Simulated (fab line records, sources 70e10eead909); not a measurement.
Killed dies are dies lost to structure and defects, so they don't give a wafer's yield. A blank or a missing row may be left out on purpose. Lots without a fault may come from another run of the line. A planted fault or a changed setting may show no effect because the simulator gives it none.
Chamber matching | flow nand_harc | NHARC_A_STAIRCASE_DEP_259 on pecvd-04: 3 sister chambers
The step deposits SiON, target thk 30 nm. 24 wafers are shown with their chamber, then 12 later ones without.

WAFERS WITH THEIR CHAMBER
wafer  | chamber | heater_power_w (W) | heater_power_outer_w (W)
L075.2 | 1       | 738                | 450
L075.3 | 0       | 676                | 400
L075.6 | 0       | 695                | 406
L076.2 | 2       | 822                | 457
L076.4 | 0       | 723                | 434
L076.6 | 2       | 809                | 485
L082.1 | 1       | 686                | 411
L082.2 | 2       | 892                | 542
L082.3 | 0       | 785                | 482
L081.1 | 2       | 940                | 551
L081.3 | 1       | 787                | 485
L081.4 | 0       | 776                | 448
L085.1 | 2       | 776                | 439
L085.4 | 2       | 777                | 445
L085.6 | 0       | 738                | 426
L088.1 | 2       | 806                | 472
L088.5 | 1       | 719                | 447
L088.6 | 0       | 822                | 491
L089.3 | 1       | 850                | 533
L089.4 | 0       | 861                | 516
L089.5 | 2       | 804                | 441
L090.1 | 0       | 836                | 508
L090.5 | 0       | 832                | 507
L090.6 | 1       | 796                | 497

SIGNATURES (means of the wafers above)
reading              | chamber 0 | chamber 1 | chamber 2 | scatter within a chamber
heater_power_w       | 774.40    | 762.67    | 828.25    | 61
heater_power_outer_w | 461.80    | 470.50    | 479.00    | 44.1
Rule: a wafer's distance from a chamber is the root of the sum, over the readings, of the square of ((its reading less the chamber's mean) divided by the reading's scatter). The wafer belongs to the nearest chamber; if the next one is less than 2 further off, it can't be placed. The scatter: the root of (the sum of the squares of (reading less its chamber's mean) over the shown wafers, divided by (wafers less chambers)).

WAFERS WITHOUT THEIR CHAMBER
wafer  | heater_power_w (W) | heater_power_outer_w (W)
L094.3 | 701                | 379
L094.5 | 781                | 475
L094.6 | 699                | 375
L096.4 | 816                | 520
L096.5 | 741                | 402
L096.6 | 712                | 413
L095.1 | 818                | 534
L095.3 | 798                | 471
L095.4 | 803                | 482
L097.1 | 781                | 468
L097.4 | 695                | 426
L097.6 | 839                | 469

WHICH CHAMBER EACH WENT THROUGH
wafer  | from the rows above          | in truth
L094.3 | can't be placed: 0 or 1 or 2 | 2
L094.5 | can't be placed: 1 or 0 or 2 | 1
L094.6 | can't be placed: 0 or 1 or 2 | 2
L096.4 | can't be placed: 2 or 1 or 0 | 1
L096.5 | can't be placed: 0 or 1 or 2 | 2
L096.6 | can't be placed: 0 or 1 or 2 | 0
L095.1 | can't be placed: 2 or 1 or 0 | 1
L095.3 | can't be placed: 0 or 2 or 1 | 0
L095.4 | can't be placed: 2 or 0 or 1 | 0
L097.1 | can't be placed: 0 or 1 or 2 | 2
L097.4 | can't be placed: 1 or 0 or 2 | 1
L097.6 | can't be placed: 2 or 0 or 1 | 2
Placed correctly: 0 of 12. Can't be placed from these rows: 12 (the true chamber is among the candidates in 12). Placed wrongly: 0.
